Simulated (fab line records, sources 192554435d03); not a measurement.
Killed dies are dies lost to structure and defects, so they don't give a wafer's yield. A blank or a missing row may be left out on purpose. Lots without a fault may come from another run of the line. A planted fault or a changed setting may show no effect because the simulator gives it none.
Which tool did it? | flow n5_finfet | 9 lots, 24 wafers sampled, at 4 steps of a route of 1938

WHAT THE GAUGES READ, wafer by wafer
N5_MOL_CONTACT_COAG_INSPECT_97: inspects for defects (darkfield).
lot  | measured     | on                | raw_defect_count
L546 | day 5 17:09  | defect_inspect-02 | 65 41 45
L551 | day 6 21:00  | defect_inspect-01 | 54 49 93
L554 | day 8 01:43  | defect_inspect-01 | 33 52 31
L557 | day 8 18:29  | defect_inspect-02 | 59 67 55
L562 | day 10 05:17 | defect_inspect-01 | 65 1042
L563 | day 10 08:20 | defect_inspect-01 | 33 1199
L564 | day 10 13:30 | defect_inspect-02 | 37 985
L566 | day 10 19:31 | defect_inspect-02 | 55 41 50
L567 | day 11 03:29 | defect_inspect-02 | 37 38 61

WHICH TOOL RAN EACH LOT (tool, then ch and the chambers of the sampled wafers, then the start)
lot  | N5_MOL_CONTACT_COAG_ETCH_66        | N5_MOL_CONTACT_COAG_ETCH_67        | N5_MOL_CONTACT_COAG_CMP_52
L546 | rie_diel-01 ch 0,3, day 5 12:12    | rie_diel-04 ch 0,1, day 5 12:30    | cmp-03 ch 0,3, day 5 13:48
L551 | rie_diel-03 ch 0,1,3, day 6 16:07  | rie_diel-03 ch 1,3, day 6 16:24    | cmp-03 ch 0,1,2, day 6 17:40
L554 | rie_diel-03 ch 1,2, day 7 18:28    | rie_diel-04 ch 0,1,2, day 7 18:46  | cmp-04 ch 1,2, day 7 19:41
L557 | rie_diel-03 ch 2,3, day 8 13:17    | rie_diel-03 ch 0,2, day 8 14:10    | cmp-01 ch 0,2, day 8 15:08
L562 | rie_diel-01 ch 2, day 10 00:34     | rie_diel-03 ch 1,2, day 10 00:56   | cmp-03 ch 1,2, day 10 02:02
L563 | rie_diel-01 ch 1,3, day 10 01:53   | rie_diel-03 ch 1,2, day 10 02:17   | cmp-03 ch 0,2, day 10 03:19
L564 | rie_diel-01 ch 2,3, day 10 08:48   | rie_diel-01 ch 0,3, day 10 09:12   | cmp-03 ch 1,2, day 10 10:10
L566 | rie_diel-04 ch 0,2,3, day 10 14:42 | rie_diel-01 ch 0,2, day 10 14:59   | cmp-04 ch 0,3, day 10 15:55
L567 | rie_diel-01 ch 0,2, day 10 22:50   | rie_diel-04 ch 1,2,3, day 10 23:08 | cmp-04 ch 0,2,3, day 11 00:11
- N5_MOL_CONTACT_COAG_ETCH_66: etches SiARC in CF4, target depth 13 nm, time 21.7 s.
- N5_MOL_CONTACT_COAG_ETCH_67: etches SOC in N2/H2, target depth 60 nm, overetch 21 nm, time 101.2 s.
- N5_MOL_CONTACT_COAG_CMP_52: polishes, stops on SiO2, t overpolish 1.5 s, target thk 66.5 nm.

THE ANSWER, worked out from the rows above alone
Rule: what is usual is taken from the lots themselves. Put in order of their means at a reading, lots are off if they are a third of the lots or fewer, leave a main group of 4 or more, and stand apart from it by a gap of 3 or more times the standard deviation of the main group's means; of several such gaps the widest counts. A main group whose means are all the same, to the digits that the tables above print for the reading, isn't used. A lot without any number at a reading at which 4 lots or more have one is off too. The other lots that the step has rows for count as sound.
Off: L562, L563, L564, at N5_MOL_CONTACT_COAG_INSPECT_97 (raw_defect_count). The main group: mean 51, standard deviation 9.
A tool fits if, at a process step before that reading, it ran every lot that is off, and no sound lot after the first of them. The gauges at N5_MOL_CONTACT_COAG_INSPECT_97 are tried like those tools. One fits: cmp-03 at N5_MOL_CONTACT_COAG_CMP_52. Its last sound lot is L551 (day 6 17:40), its first lot that is off L562 (day 10 02:02): a fault that began between those two fits.

WHAT THE SIMULATOR HAD PUT IN
Process parameter drift: cmp-03, from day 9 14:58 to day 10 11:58, at N5_MOL_CONTACT_COAG_CMP_52. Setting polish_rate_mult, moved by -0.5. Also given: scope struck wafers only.
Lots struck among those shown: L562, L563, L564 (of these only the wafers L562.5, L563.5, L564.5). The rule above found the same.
